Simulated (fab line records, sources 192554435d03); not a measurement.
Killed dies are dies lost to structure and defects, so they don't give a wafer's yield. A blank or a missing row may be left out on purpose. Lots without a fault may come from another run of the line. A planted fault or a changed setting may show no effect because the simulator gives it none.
Chamber matching | flow n5_finfet | N5_FIN_SAQP_FIN_ETCH_36 on rie_si-04: 4 sister chambers
The step etches the open film in HBr/Cl2/O2, target depth 120 nm, time 50.4 s. 8 wafers are shown with their chamber, then 9 later ones without.

WAFERS WITH THEIR CHAMBER
wafer  | chamber | drypump_motor_current_A (A) | oes_o_777_au (a.u.)
L084.6 | 3       | 5.2                         | 1.06
L085.5 | 3       | 5.2                         | 1.05
L090.2 | 0       | 6.6                         | 0.98
L090.5 | 1       | 5.9                         | 1.00
L090.6 | 2       | 5.1                         | 0.97
L091.1 | 1       | 6.0                         | 1.00
L091.2 | 2       | 5.1                         | 0.96
L091.6 | 0       | 6.6                         | 0.98

WAFERS WITHOUT THEIR CHAMBER
wafer  | drypump_motor_current_A (A) | oes_o_777_au (a.u.)
L092.1 | 5.2                         | 1.05
L092.3 | 6.0                         | 1.00
L092.4 | 6.7                         | 0.98
L093.2 | 5.2                         | 1.06
L093.4 | 5.1                         | 0.96
L093.5 | 6.7                         | 0.99
L096.2 | 5.1                         | 0.97
L096.4 | 6.6                         | 0.99
L096.5 | 5.1                         | 0.96

WHICH CHAMBER EACH WENT THROUGH
wafer  | from the rows above | in truth
L092.1 | 3                   | 3
L092.3 | 1                   | 1
L092.4 | 0                   | 0
L093.2 | 3                   | 3
L093.4 | 2                   | 2
L093.5 | 0                   | 0
L096.2 | 2                   | 2
L096.4 | 0                   | 0
L096.5 | 2                   | 2
Placed correctly: 9 of 9. Can't be placed from these rows: 0. Placed wrongly: 0.
How it was worked out, from the rows above alone: a wafer's distance from a chamber is the root of the sum, over the readings, of the square of ((its reading less the chamber's mean) divided by the reading's scatter). The wafer belongs to the nearest chamber; if the next one is less than 2 further off, it can't be placed. A chamber's mean is the mean of its shown wafers. The scatter: the root of (the sum of the squares of (reading less its chamber's mean) over the shown wafers, divided by (wafers less chambers)).
